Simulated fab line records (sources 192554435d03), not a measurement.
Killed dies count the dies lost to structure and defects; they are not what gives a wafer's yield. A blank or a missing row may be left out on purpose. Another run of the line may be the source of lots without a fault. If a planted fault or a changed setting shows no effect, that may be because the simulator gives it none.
Which tool was responsible? + flow n5 finfet + 72 wafers from 24 lots sampled at 4 of the route's 1938 steps

## WHAT THE GAUGES READ, wafer by wafer
N5_BEOL_M5_CD_MEAS_11: the cd target is 27.74 nm.
| lot  | measured     | on        | cd nm (nm)        |
|------|--------------|-----------|-------------------|
| L075 | day 8 09:54  | cd sem-03 | 28.14 28.22 27.95 |
| L077 | day 8 12:08  | cd sem-03 | 27.81 27.87 27.69 |
| L074 | day 8 12:31  | cd sem-01 | 27.95 28.31 28.24 |
| L076 | day 8 15:46  | cd sem-02 | 28.63 28.16 28.17 |
| L078 | day 9 10:46  | cd sem-03 | 27.90 27.98 28.15 |
| L079 | day 9 10:50  | cd sem-01 | 28.09 28.07 27.84 |
| L080 | day 9 10:48  | cd sem-02 | 28.30 28.02 28.55 |
| L081 | day 9 20:45  | cd sem-02 | 27.76 28.53 28.22 |
| L082 | day 10 05:52 | cd sem-03 | 28.48 28.23 28.24 |
| L083 | day 10 17:20 | cd sem-03 | 28.05 27.88 27.96 |
| L084 | day 10 23:51 | cd sem-01 | 28.27 27.80 28.21 |
| L086 | day 11 00:33 | cd sem-01 | 28.18 28.03 28.08 |
| L085 | day 11 08:25 | cd sem-02 | 28.61 28.61 27.92 |
| L087 | day 11 17:53 | cd sem-01 | 28.19 27.98 28.05 |
| L088 | day 12 01:24 | cd sem-03 | 28.21 28.28 27.77 |
| L090 | day 12 05:13 | cd sem-03 | 28.15 28.12 28.32 |
| L092 | day 12 12:50 | cd sem-01 | 28.14 27.77 28.34 |
| L089 | day 12 20:04 | cd sem-03 | 28.31 27.96 28.04 |
| L091 | day 12 20:19 | cd sem-02 | 28.09 28.30 27.77 |
| L093 | day 13 04:23 | cd sem-02 | 27.59 28.31 27.93 |
| L095 | day 13 12:23 | cd sem-03 | 28.24 27.92 28.07 |
| L094 | day 13 13:47 | cd sem-01 | 28.64 28.16 28.48 |
| L096 | day 13 20:16 | cd sem-02 | 28.09 28.28 27.98 |
| L097 | day 14 08:32 | cd sem-02 | 28.04 28.46 28.57 |

## WHICH TOOL RAN EACH LOT (tool, then ch and the chambers of the sampled wafers, then the start)
| lot  | N5_BEOL_M4_ANNEAL_87         | N5_BEOL_M4_SPUTTER_88        | N5_BEOL_M4_ANNEAL_89         |
|------|------------------------------|------------------------------|------------------------------|
| L075 | pvd sputter-02, day 8 05:21  | pvd sputter-02, day 8 05:29  | pvd sputter-02, day 8 05:34  |
| L077 | pvd sputter-02, day 8 07:17  | pvd sputter-02, day 8 07:25  | pvd sputter-02, day 8 07:30  |
| L074 | pvd sputter-01, day 8 07:37  | pvd sputter-01, day 8 07:46  | pvd sputter-01, day 8 07:50  |
| L076 | pvd sputter-02, day 8 10:16  | pvd sputter-02, day 8 10:25  | pvd sputter-02, day 8 10:29  |
| L078 | pvd sputter-01, day 9 00:50  | pvd sputter-01, day 9 00:58  | pvd sputter-01, day 9 01:03  |
| L079 | pvd sputter-03, day 9 05:12  | pvd sputter-03, day 9 05:20  | pvd sputter-03, day 9 05:25  |
| L080 | pvd sputter-01, day 9 06:28  | pvd sputter-01, day 9 06:36  | pvd sputter-01, day 9 06:41  |
| L081 | pvd sputter-01, day 9 14:47  | pvd sputter-01, day 9 14:55  | pvd sputter-01, day 9 15:00  |
| L082 | pvd sputter-01, day 10 01:30 | pvd sputter-01, day 10 01:38 | pvd sputter-01, day 10 01:43 |
| L083 | pvd sputter-03, day 10 13:00 | pvd sputter-03, day 10 13:08 | pvd sputter-03, day 10 13:13 |
| L084 | pvd sputter-03, day 10 19:10 | pvd sputter-03, day 10 19:18 | pvd sputter-03, day 10 19:23 |
| L086 | pvd sputter-02, day 10 19:50 | pvd sputter-02, day 10 19:59 | pvd sputter-02, day 10 20:04 |
| L085 | pvd sputter-01, day 11 01:29 | pvd sputter-01, day 11 01:38 | pvd sputter-01, day 11 01:43 |
| L087 | pvd sputter-03, day 11 12:52 | pvd sputter-03, day 11 13:00 | pvd sputter-03, day 11 13:05 |
| L088 | pvd sputter-03, day 11 19:46 | pvd sputter-03, day 11 19:54 | pvd sputter-03, day 11 19:59 |
| L090 | pvd sputter-02, day 11 23:47 | pvd sputter-02, day 11 23:56 | pvd sputter-02, day 12 00:01 |
| L092 | pvd sputter-02, day 12 08:08 | pvd sputter-02, day 12 08:17 | pvd sputter-02, day 12 08:22 |
| L089 | pvd sputter-01, day 12 15:31 | pvd sputter-01, day 12 15:40 | pvd sputter-01, day 12 15:44 |
| L091 | pvd sputter-03, day 12 15:49 | pvd sputter-03, day 12 15:58 | pvd sputter-03, day 12 16:02 |
| L093 | pvd sputter-01, day 12 23:35 | pvd sputter-01, day 12 23:44 | pvd sputter-01, day 12 23:49 |
| L095 | pvd sputter-02, day 13 07:37 | pvd sputter-02, day 13 07:46 | pvd sputter-02, day 13 07:50 |
| L094 | pvd sputter-03, day 13 08:58 | pvd sputter-03, day 13 09:07 | pvd sputter-03, day 13 09:11 |
| L096 | pvd sputter-03, day 13 14:59 | pvd sputter-03, day 13 15:07 | pvd sputter-03, day 13 15:12 |
| L097 | pvd sputter-02, day 14 02:54 | pvd sputter-02, day 14 03:02 | pvd sputter-02, day 14 03:07 |
- N5_BEOL_M4_ANNEAL_87: time 240 s.
- N5_BEOL_M4_SPUTTER_88: material Cu, target thk 4.5 nm, time 8.29 s.
- N5_BEOL_M4_ANNEAL_89: time 240 s.

## WHAT THE TOOLS THEMSELVES READ (means of the sampled wafers that have a number; where no wafer has one, the mark that the record gives instead)
N5_BEOL_M4_ANNEAL_87.
| lot  | tool           | heater power w (W) |
|------|----------------|--------------------|
| L075 | pvd sputter-02 | 791                |
| L077 | pvd sputter-02 | 801                |
| L074 | pvd sputter-01 | 813                |
| L076 | pvd sputter-02 | 789                |
| L078 | pvd sputter-01 | 817                |
| L079 | pvd sputter-03 | 873                |
| L080 | pvd sputter-01 | 814                |
| L081 | pvd sputter-01 | 814                |
| L082 | pvd sputter-01 | 804                |
| L083 | pvd sputter-03 | 852                |
| L084 | pvd sputter-03 | 865                |
| L086 | pvd sputter-02 | 811                |
| L085 | pvd sputter-01 | 832                |
| L087 | pvd sputter-03 | 770                |
| L088 | pvd sputter-03 | 859                |
| L090 | pvd sputter-02 | 782                |
| L092 | pvd sputter-02 | 830                |
| L089 | pvd sputter-01 | 832                |
| L091 | pvd sputter-03 | 864                |
| L093 | pvd sputter-01 | 829                |
| L095 | pvd sputter-02 | 824                |
| L094 | pvd sputter-03 | 873                |
| L096 | pvd sputter-03 | 863                |
| L097 | pvd sputter-02 | 811                |

N5_BEOL_M4_SPUTTER_88.
| lot  | tool           | throttle valve pct (%) |
|------|----------------|------------------------|
| L075 | pvd sputter-02 | 29.1                   |
| L077 | pvd sputter-02 | 30.0                   |
| L074 | pvd sputter-01 | 29.5                   |
| L076 | pvd sputter-02 | 29.6                   |
| L078 | pvd sputter-01 | 29.6                   |
| L079 | pvd sputter-03 | 30.8                   |
| L080 | pvd sputter-01 | 30.2                   |
| L081 | pvd sputter-01 | 29.5                   |
| L082 | pvd sputter-01 | 29.5                   |
| L083 | pvd sputter-03 | 30.8                   |
| L084 | pvd sputter-03 | 29.6                   |
| L086 | pvd sputter-02 | 29.7                   |
| L085 | pvd sputter-01 | 29.4                   |
| L087 | pvd sputter-03 | 30.4                   |
| L088 | pvd sputter-03 | 31.0                   |
| L090 | pvd sputter-02 | 30.0                   |
| L092 | pvd sputter-02 | 30.1                   |
| L089 | pvd sputter-01 | 29.5                   |
| L091 | pvd sputter-03 | 28.8                   |
| L093 | pvd sputter-01 | 29.0                   |
| L095 | pvd sputter-02 | 30.1                   |
| L094 | pvd sputter-03 | 29.8                   |
| L096 | pvd sputter-03 | 30.9                   |
| L097 | pvd sputter-02 | 29.8                   |

N5_BEOL_M4_ANNEAL_89.
| lot  | tool           | heater power w (W) |
|------|----------------|--------------------|
| L075 | pvd sputter-02 | 784                |
| L077 | pvd sputter-02 | 792                |
| L074 | pvd sputter-01 | 821                |
| L076 | pvd sputter-02 | 795                |
| L078 | pvd sputter-01 | 809                |
| L079 | pvd sputter-03 | 880                |
| L080 | pvd sputter-01 | 834                |
| L081 | pvd sputter-01 | 811                |
| L082 | pvd sputter-01 | 808                |
| L083 | pvd sputter-03 | 861                |
| L084 | pvd sputter-03 | 865                |
| L086 | pvd sputter-02 | 800                |
| L085 | pvd sputter-01 | 837                |
| L087 | pvd sputter-03 | 775                |
| L088 | pvd sputter-03 | 869                |
| L090 | pvd sputter-02 | 782                |
| L092 | pvd sputter-02 | 817                |
| L089 | pvd sputter-01 | 831                |
| L091 | pvd sputter-03 | 840                |
| L093 | pvd sputter-01 | 821                |
| L095 | pvd sputter-02 | 825                |
| L094 | pvd sputter-03 | 841                |
| L096 | pvd sputter-03 | 868                |
| L097 | pvd sputter-02 | 807                |

## THE ANSWER, worked out from the rows above alone
Rule: the usual values come from the lots themselves. Put in order of their means at a reading, lots are off if they are a third of the lots or fewer, leave a main group of 4 or more, and stand apart from it by a gap of 3 or more times the standard deviation of the main group's means; of several such gaps the widest counts. A main group is skipped when, at the precision printed for the reading in the tables above, its means are all equal. A lot without any number at a reading at which 4 lots or more have one is off too. The other lots that the step has rows for count as sound. After the gauges, taken in route order, come the tools' own readings; for these a lot's mean is taken, as printed above. At the first step where some lot is off, the reading lying furthest off is the one used; lots without a number count as furthest.
Across all readings shown, no lot is off: no conclusion can be drawn from this.

## WHAT WAS PUT IN BY THE SIMULATOR
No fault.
